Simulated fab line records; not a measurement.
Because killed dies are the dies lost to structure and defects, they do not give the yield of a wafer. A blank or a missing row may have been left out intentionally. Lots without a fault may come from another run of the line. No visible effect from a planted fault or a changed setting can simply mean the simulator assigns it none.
fab line records	flow nand_harc
[record] lots = 5	wafers = 15	last_day = 32
route steps=1302 shown P_M1@302 P_M2@318
lots untouched by any fault: they come from a run of this same line in which no faults occurred
start_h: the number of hours between the record's first day and the start of the first shown wafer of the lot	wait_h: how many hours have passed since the lot's step before this one	" repeats the value in the row above	L1.1+2: a single row standing in for several wafers	- no value, or no start given	* or withheld: withheld	< > ~ a bound
route shown NAME@n: NAME is a module with steps in the file, n the number in the route of the first one	usual: mean/standard deviation taken from wafers without a fault	same: alike in all rows	chamber/n: place in a boat	sites: each site's reading	_std_site: standard deviation across them	_edge_site: the outer-site mean with the inner-site mean subtracted	radius_mm: for every site, how far away it sits from the centre of the wafer	mask NAME#n: copy n	behind: the tool/chamber that last shaped the wafer	hold: why the lot went on hold/how many hours it stayed there/how the hold came to an end	device: which transistor (n, p or np) failed to switch	end of line: tests run on the same wafers once the route is complete	a step given without rows: its recipe and nothing more	killed: the dies lost at the first sort to structure and to defects; this is not the yield of the wafer	map: per-die view of a wafer (x killed, . not killed, _ where there is no die)
set.NAME: the setting that was run; set.NAME@STEP: the one run at that earlier step	model.NAME: the simulator's own value behind a step, which no gauge read
lots at some steps of the route; a table a step, a row a wafer
services: from which hour (start_h, from the record's first day; less than 0 if before it) a tool's chamber was out of use, for how many hours, and why
[[steps]]
[step NHARC_P_M1_STRIP_18]
[recipe] power_w = 1000	n2_flow_sccm = 150	h2_flow_sccm = 150	ar_flow_sccm = 0	bias_w = 0	chemistry = N2/H2
[usual] chamber_pressure_mTorr = 30.001/0.029	drypump_motor_current_A = 5.6/0.42	oes_product_au = 1.000/0.0066	rf_vpp_V = 90.7/1	showerhead_plenum_p_Torr = 2.05/0.085	throttle_valve_pct = 14.170/0.0089
lot.wafer	tool	chamber	start_h	wait_h	chamber_pressure_mTorr	drypump_motor_current_A	oes_product_au	rf_hours_counter_h	rf_vpp_V	showerhead_plenum_p_Torr	throttle_valve_pct
L085.1	rie_diel-11	1	235.96	0.1	30.014	5.7	0.991	10	90.5	2.05	14.178
L085.3	"	3	"	"	30.000	5.3	0.994	8	90.5	2.16	14.178
L085.4	"	0	"	"	29.996	5.7	0.987	8	89.7	1.99	14.170
L087.1	rie_diel-06	2	252.37	0.1	29.996	5.0	1.002	10	91.7	2.17	14.167
L087.6	"	3	"	"	30.068	5.8	0.997	-	89.7	1.97	14.180
L087.5	"	0	"	"	29.993	5.3	0.991	-	92.1	2.05	14.176
L088.1	rie_diel-06	2	281.79	0.1	30.033	5.0	1.009	13	90.0	2.17	14.176
L088.2	"	0	"	"	29.997	5.3	0.991	15	92.2	2.05	14.161
L088.5	"	2	"	"	30.015	5.0	1.014	-	91.0	2.17	14.155
L091.2	rie_diel-09	0	300.11	0.1	30.042	5.2	0.995	44	90.5	2.04	14.160
L091.5	"	0	"	"	30.001	5.2	0.999	-	91.8	2.04	14.155
L091.6	"	1	"	"	30.012	5.5	0.992	-	89.5	1.89	14.168
L093.2	rie_diel-06	3	333.96	0.1	29.955	5.7	1.000	1	90.7	1.97	14.175
L093.3	"	0	"	"	30.014	5.3	1.011	1	91.0	2.05	14.177
L093.4	"	1	"	"	30.014	5.6	1.010	1	89.1	2.10	14.191
[step NHARC_P_M1_ETCH_28]
[recipe] target_depth_a = 300	over_etch_frac = 0.3	time_s = 72.99	ion_energy_ev = 150	cf4_flow_sccm = 50	n2_flow_sccm = 100	ar_flow_sccm = 150	rf_w = 300	bias_w = 100	chemistry = CF4/N2
[usual] cf4_flow_sccm = 49.99/0.13	chamber_pressure_mTorr = 30.003/0.028	drypump_motor_current_A = 5.6/0.42	oes_product_au = 1.001/0.0071	rf_vpp_V = 314.4/2	showerhead_plenum_p_Torr = 2.64/0.1	throttle_valve_pct = 19.796/0.0098
lot.wafer	tool	chamber	start_h	wait_h	cf4_flow_sccm	chamber_pressure_mTorr	drypump_motor_current_A	oes_product_au	rf_hours_counter_h	rf_vpp_V	showerhead_plenum_p_Torr	throttle_valve_pct
L085.3	rie_diel-11	2	-	-	50.10	30.041	6.6	0.991	9	310.9	2.45	19.800
L085.4	"	0	"	"	50.08	30.015	5.7	0.989	8	313.8	2.57	19.792
L085.1	"	1	"	"	49.91	30.036	5.7	0.994	10	314.2	2.64	19.785
L087.1	rie_diel-06	0	-	-	49.89	29.968	5.3	0.996	12	316.0	2.64	19.797
L087.5	"	0	"	"	50.06	29.983	5.3	0.997	-	313.6	2.64	19.793
L087.6	"	1	"	"	49.98	29.977	5.6	1.001	-	315.6	2.69	19.790
L088.1	rie_diel-06	0	-	-	50.07	29.957	5.3	1.003	15	314.4	2.64	19.787
L088.2	"	1	"	"	49.98	29.978	5.6	1.014	16	317.0	2.69	19.815
L088.5	"	1	"	"	49.97	29.977	5.6	1.008	-	314.9	2.69	19.790
L091.2	rie_diel-09	2	-	-	50.01	29.981	5.7	0.993	43	315.9	2.68	19.801
L091.5	"	2	"	"	49.96	30.034	5.8	0.997	-	314.9	2.68	19.806
L091.6	"	3	"	"	50.04	30.000	6.5	1.003	-	317.4	2.74	19.799
L093.3	rie_diel-06	1	-	-	49.82	30.003	5.6	1.010	1	314.5	2.69	19.784
L093.4	"	2	"	"	49.90	29.993	5.0	1.014	1	317.2	2.77	19.801
L093.2	"	0	"	"	49.84	30.047	5.3	1.005	1	314.4	2.64	19.795
[step NHARC_P_M1_STRIP_19]
[recipe] time_s = 600	temp_c = 30	chemistry = post_etch_residue_remover
lot.wafer	tool	chamber	start_h	wait_h
L085.4+3+1	wet_bench-10	7,1,2	236.34	-
L087.5+6+1	wet_bench-08	2,5,7	252.67	-
L088.1+5+2	wet_bench-08	1,2,5	282.20	-
L091.6+5+2	wet_bench-10	2,3,5	300.49	-
L093.2+3+4	wet_bench-10	5,7,0	334.35	-
[step NHARC_P_M1_DEGAS_29]
[recipe] temp_c = 250	time_s = 60
[usual] heater_power_w = 326/16
lot.wafer	tool	chamber	start_h	wait_h	heater_power_w
L085.3	pvd_sputter-03	-	236.64	-	325
L085.4	"	-	"	"	333
L085.1	"	-	"	"	336
L087.1	pvd_sputter-01	-	252.95	-	329
L087.5	"	-	"	"	323
L087.6	"	-	"	"	311
L088.1	pvd_sputter-01	-	282.46	-	302
L088.2	"	-	"	"	322
L088.5	"	-	"	"	325
L091.2	pvd_sputter-01	-	300.76	-	319
L091.5	"	-	"	"	324
L091.6	"	-	"	"	324
L093.3	pvd_sputter-03	-	334.61	-	315
L093.2	"	-	"	"	331
L093.4	"	-	"	"	340
[step NHARC_P_M1_PRE_CLEAN_30]
[recipe] time_s = 30	temp_c = 280	gas = H2/He
[usual] heater_power_w = 401/20
lot.wafer	tool	chamber	start_h	wait_h	heater_power_w
L085.1	pvd_sputter-03	-	-	-	421
L085.4	"	-	"	"	410
L085.3	"	-	"	"	419
L087.1	pvd_sputter-01	-	-	-	388
L087.6	"	-	"	"	396
L087.5	"	-	"	"	371
L088.1	pvd_sputter-01	-	-	-	366
L088.2	"	-	"	"	394
L088.5	"	-	"	"	393
L091.2	pvd_sputter-01	-	-	-	397
L091.6	"	-	"	"	387
L091.5	"	-	"	"	393
L093.4	pvd_sputter-03	-	-	-	406
L093.2	"	-	"	"	423
L093.3	"	-	"	"	395
[step NHARC_P_M1_PVD_20]
[recipe] target_thk_a = 50	bias_v = 168.6	power_w = 15000	chamber_pressure_pa = 0.12	time_s = 8.06	substrate_temp_c = 50	material = TaN
[usual] throttle_valve_pct = 30.3/0.89
lot.wafer	tool	chamber	start_h	wait_h	throttle_valve_pct
L085.1	pvd_sputter-03	-	-	-	31.0
L085.3	"	-	"	"	30.8
L085.4	"	-	"	"	31.1
L087.1	pvd_sputter-01	-	-	-	31.2
L087.5	"	-	"	"	31.0
L087.6	"	-	"	"	28.7
L088.2	pvd_sputter-01	-	-	-	31.1
L088.1	"	-	"	"	31.5
L088.5	"	-	"	"	31.0
L091.2	pvd_sputter-01	-	-	-	30.7
L091.5	"	-	"	"	30.7
L091.6	"	-	"	"	31.2
L093.2	pvd_sputter-03	-	-	-	31.2
L093.4	"	-	"	"	29.9
L093.3	"	-	"	"	31.0
[step NHARC_P_M1_PVD_21]
[recipe] target_thk_a = 300	chamber_pressure_pa = 5	power_w = 5000	substrate_temp_c = 30	time_s = 20.49	material = Cu
[usual] throttle_valve_pct = 30.2/0.9
lot.wafer	tool	chamber	start_h	wait_h	throttle_valve_pct
L085.3	pvd_sputter-03	-	-	-	31.1
L085.1	"	-	"	"	31.0
L085.4	"	-	"	"	30.2
L087.1	pvd_sputter-01	-	-	-	28.6
L087.5	"	-	"	"	31.3
L087.6	"	-	"	"	29.0
L088.2	pvd_sputter-01	-	-	-	28.7
L088.1	"	-	"	"	31.4
L088.5	"	-	"	"	31.2
L091.2	pvd_sputter-01	-	-	-	30.7
L091.5	"	-	"	"	31.6
L091.6	"	-	"	"	30.7
L093.2	pvd_sputter-03	-	-	-	30.2
L093.4	"	-	"	"	31.0
L093.3	"	-	"	"	31.1
[step NHARC_P_M1_ECD_22]
[recipe] target_thk_a = 4000	bath_temp_c = 25	material = Cu
lot.wafer	tool	chamber	start_h	wait_h
L085.1+3+4	ecd_cu-01	0,1,0	237.05	-
L087.1+6+5	ecd_cu-02	1,0,1	253.34	-
L088.2+1+5	ecd_cu-01	0,1,1	282.82	-
L091.2+5+6	ecd_cu-02	0,1,0	301.16	-
L093.2+4+3	ecd_cu-01	0,0,1	334.97	-
[step NHARC_P_M1_ANNEAL_31]
[recipe] temp_c = 225	time_s = 90
[usual] wafer_temp_C_max = 225.99/0.26
lot.wafer	tool	chamber	start_h	wait_h	wafer_temp_C_max
L085.1	rtp_anneal-02	0	237.38	0.3	226.16
L085.3	"	0	"	"	226.16
L085.4	"	0	"	"	226.26
L087.1	rtp_anneal-01	0	253.67	0.3	226.46
L087.5	"	0	"	"	226.54
L087.6	"	0	"	"	226.06
L088.1	rtp_anneal-01	0	283.20	0.3	225.72
L088.2	"	0	"	"	225.88
L088.5	"	0	"	"	226.16
L091.2	rtp_anneal-01	0	301.54	-	226.03
L091.5	"	0	"	"	225.80
L091.6	"	0	"	"	225.62
L093.2	rtp_anneal-02	0	335.40	-	225.83
L093.3	"	0	"	"	225.73
L093.4	"	0	"	"	226.15
[step NHARC_P_M1_CMP_23]
[recipe] t_overpolish_s = 20	target_thk_nm = 157.82
[usual] motor_current_A = 11.3/0.92	retaining_ring_pressure_frac = 1.000/0.0051	time_to_endpoint_s = 29.1/2
lot.wafer	tool	chamber	start_h	wait_h	motor_current_A	retaining_ring_pressure_frac	time_to_endpoint_s
L085.4	cmp-04	3	237.72	-	12.8	0.997	29.3
L085.3	"	1	"	"	10.7	1.000	28.0
L085.1	"	2	"	"	10.3	1.003	27.5
L087.1	cmp-01	1	254.07	-	12.7	0.994	29.3
L087.6	"	3	"	"	10.9	0.999	26.7
L087.5	"	0	"	"	12.0	0.997	26.3
L088.2	cmp-04	2	283.54	-	10.1	0.997	25.2
L088.1	"	0	"	"	10.3	1.000	27.7
L088.5	"	2	"	"	10.3	0.994	27.8
L091.2	cmp-03	0	301.89	-	10.5	1.011	26.5
L091.6	"	2	"	"	10.9	1.003	31.2
L091.5	"	3	"	"	11.3	0.991	29.4
L093.4	cmp-03	1	335.72	-	11.7	1.001	28.4
L093.3	"	2	"	"	11.9	1.000	30.8
L093.2	"	3	"	"	12.0	1.004	32.1
[step NHARC_P_M1_THK_MEAS_24]
[recipe] thk_meas_gauge = xrf
[usual] thk_nm = 158.1/1.4
lot.wafer	tool	chamber	start_h	wait_h	thk_nm
L085.1	film_metro-01	-	238.04	-	158.6
L085.3	"	-	"	"	158.3
L085.4	"	-	"	"	158.2
L087.1	film_metro-01	-	254.33	-	159.9
L087.5	"	-	"	"	158.7
L087.6	"	-	"	"	159.7
L088.1	film_metro-01	-	283.86	-	156.1
L088.2	"	-	"	"	158.2
L088.5	"	-	"	"	157.3
L091.2	film_metro-01	-	302.16	-	159.1
L091.5	"	-	"	"	158.0
L091.6	"	-	"	"	157.0
L093.2	film_metro-02	-	336.01	-	158.3
L093.3	"	-	"	"	160.7
L093.4	"	-	"	"	159.6
[step NHARC_P_M1_SRD_25]
lot.wafer	tool	chamber	start_h	wait_h
L085.1+3+4	wet_bench-08	6,7,0	238.09	0.1
L087.5+6+1	wet_bench-10	3,5,0	254.37	0.0
L088.1+5+2	wet_bench-10	2,6,7	283.90	0.0
L091.5+2+6	wet_bench-10	1,2,3	302.20	0.0
L093.2+4+3	wet_bench-10	7,0,2	336.06	0.0
[step NHARC_P_M1_INSPECT_27]
[usual] raw_defect_count = 336/160
lot.wafer	tool	chamber	start_h	wait_h	raw_defect_count
L085.1	defect_inspect-02	-	238.19	0.0	345
L085.3	"	-	"	"	379
L085.4	"	-	"	"	409
L087.1	defect_inspect-01	-	254.49	0.0	232
L087.5	"	-	"	"	323
L087.6	"	-	"	"	318
L088.1	defect_inspect-01	-	284.02	0.0	266
L088.2	"	-	"	"	342
L088.5	"	-	"	"	425
L091.2	defect_inspect-01	-	302.32	0.0	253
L091.5	"	-	"	"	456
L091.6	"	-	"	"	182
L093.2	defect_inspect-02	-	336.16	0.0	454
L093.3	"	-	"	"	473
L093.4	"	-	"	"	373
[step NHARC_P_M1_PRE_CLEAN_32]
[recipe] time_s = 12	temp_c = 370	rf_power_w = 300	gas = NH3
[usual] heater_power_w = 616/73
lot.wafer	tool	chamber	start_h	wait_h	heater_power_w
L085.3	pecvd-04	1	238.27	0.1	567
L085.1	"	2	"	"	605
L085.4	"	1	"	"	580
L087.1	pecvd-04	2	254.55	0.1	609
L087.6	"	2	"	"	626
L087.5	"	1	"	"	566
L088.1	pecvd-04	2	284.08	0.1	633
L088.2	"	0	"	"	674
L088.5	"	2	"	"	623
L091.2	pecvd-04	1	302.41	0.1	553
L091.5	"	0	"	"	693
L091.6	"	1	"	"	555
L093.3	pecvd-03	0	336.23	0.1	545
L093.2	"	2	"	"	586
L093.4	"	0	"	"	546
[step NHARC_P_M1_DEP_33]
[recipe] target_thk_a = 300	temp_c = 370	target_thk_nm = 30	pressure_torr = 3	flow_sccm = 200	rf_w = 450	material = SiCN
[usual] chamber_pressure_Torr = 2.999/0.0063	heater_power_w = 564/88
lot.wafer	tool	chamber	start_h	wait_h	chamber_pressure_Torr	heater_power_w
L085.3	pecvd-04	1	238.38	0.1	3.004	497
L085.1	"	2	"	"	3.002	518
L085.4	"	1	"	"	3.003	494
L087.1	pecvd-04	2	254.63	0.1	2.997	503
L087.6	"	2	"	"	2.996	508
L087.5	"	1	"	"	2.989	548
L088.1	pecvd-04	2	284.16	0.1	3.002	466
L088.2	"	0	"	"	3.006	665
L088.5	"	2	"	"	2.995	472
L091.2	pecvd-04	1	302.55	0.1	2.998	530
L091.5	"	0	"	"	3.010	667
L091.6	"	1	"	"	2.993	530
L093.3	pecvd-03	0	336.31	0.1	3.007	458
L093.2	"	2	"	"	2.997	547
L093.4	"	0	"	"	3.000	462
[step NHARC_P_M2_DEP_00]
[recipe] target_thk_a = 1825	target_thk_nm = 182.5	temp_c = withheld	pressure_torr = 5	flow_sccm = 200	rf_w = 600	material = SiOC
[usual] chamber_pressure_Torr = 5.000/0.011
lot.wafer	tool	chamber	start_h	wait_h	chamber_pressure_Torr
L085.3	pecvd-03	1	238.75	-	4.998
L085.1	"	2	"	"	4.993
L085.4	"	0	"	"	5.003
L087.1	pecvd-02	2	255.13	-	4.994
L087.6	"	1	"	"	4.994
L087.5	"	2	"	"	4.997
L088.1	pecvd-02	2	284.63	-	4.996
L088.2	"	0	"	"	5.011
L088.5	"	0	"	"	5.002
L091.2	pecvd-04	1	-	-	5.003
L091.6	"	1	"	"	5.006
L091.5	"	0	"	"	4.986
L093.2	pecvd-04	2	336.77	-	5.000
L093.3	"	0	"	"	5.012
L093.4	"	0	"	"	5.006
[step NHARC_P_M2_DEHYDRATE_01]
[recipe] temp_c = 150	time_s = 120
lot.wafer	tool	chamber	start_h	wait_h
L085.1+3+4	litho_track-04	0	239.16	-
L087.1+5+6	litho_track-04	0	255.45	-
L088.1+2+5	litho_track-06	0	284.99	-
L091.2+5+6	litho_track-06	0	303.25	-
L093.2+3+4	litho_track-06	0	337.13	-
[step NHARC_P_M2_HMDS_02]
[recipe] time_s = 30
lot.wafer	tool	chamber	start_h	wait_h
L085.1+3+4	litho_track-04	0	-	-
L087.1+5+6	litho_track-04	0	-	-
L088.1+2+5	litho_track-06	0	-	-
L091.2+5+6	litho_track-06	0	-	-
L093.2+3+4	litho_track-06	0	-	-
[step NHARC_P_M2_COAT_34]
[recipe] temp_c = 200	time_s = 65
lot.wafer	tool	chamber	start_h	wait_h
L085.1+3+4	litho_track-04	0	-	-
L087.1+5+6	litho_track-04	0	-	-
L088.1+2+5	litho_track-06	0	-	-
L091.2+5+6	litho_track-06	0	-	-
L093.2+3+4	litho_track-06	0	-	-
[step NHARC_P_M2_COAT_03]
[recipe] spin_rpm = 1500	resist_thk_nm = 90
lot.wafer	tool	chamber	start_h	wait_h
L085.1+3+4	litho_track-04	0	-	-
L087.1+5+6	litho_track-04	0	-	-
L088.1+2+5	litho_track-06	0	-	-
L091.2+5+6	litho_track-06	0	-	-
L093.2+3+4	litho_track-06	0	-	-
[step NHARC_P_M2_SOFTBAKE_04]
[recipe] temp_c = 105	time_s = 55
lot.wafer	tool	chamber	start_h	wait_h
L085.1+3+4	litho_track-04	0	-	-
L087.1+5+6	litho_track-04	0	-	-
L088.1+2+5	litho_track-06	0	-	-
L091.2+5+6	litho_track-06	0	-	-
L093.2+3+4	litho_track-06	0	-	-
[[services]]
tool	chamber	start_h	hours	kind
cmp-03	-	218.32	3.2	repair
pecvd-02	-	227.00	13.0	pm
cmp-04	-	228.53	3.6	repair
rie_diel-06	2	231.85	3.3	repair
pvd_sputter-01	-	233.66	10.0	pm
pecvd-04	2	239.83	11.2	repair
cmp-04	-	242.83	1.6	repair
ecd_cu-02	-	244.43	8.0	pm
rie_diel-11	-	255.50	9.0	pm
cmp-03	-	260.05	4.0	pm
cmp-04	-	263.76	4.8	repair
rie_diel-06	3	265.94	6.4	repair
pecvd-04	-	269.18	13.0	pm
rie_diel-06	3	280.98	3.3	repair
wet_bench-08	-	294.40	8.0	pm
rie_diel-09	-	294.76	0.8	repair
cmp-03	-	300.79	0.4	repair
pecvd-04	-	303.80	1.0	repair
pecvd-02	0	305.80	3.8	repair
cmp-04	-	307.11	4.0	pm
rie_diel-06	-	307.29	9.0	pm
ecd_cu-01	-	309.28	2.5	repair
wet_bench-10	-	311.20	8.0	pm
ecd_cu-01	-	336.00	8.0	pm
[[key]]
fault none
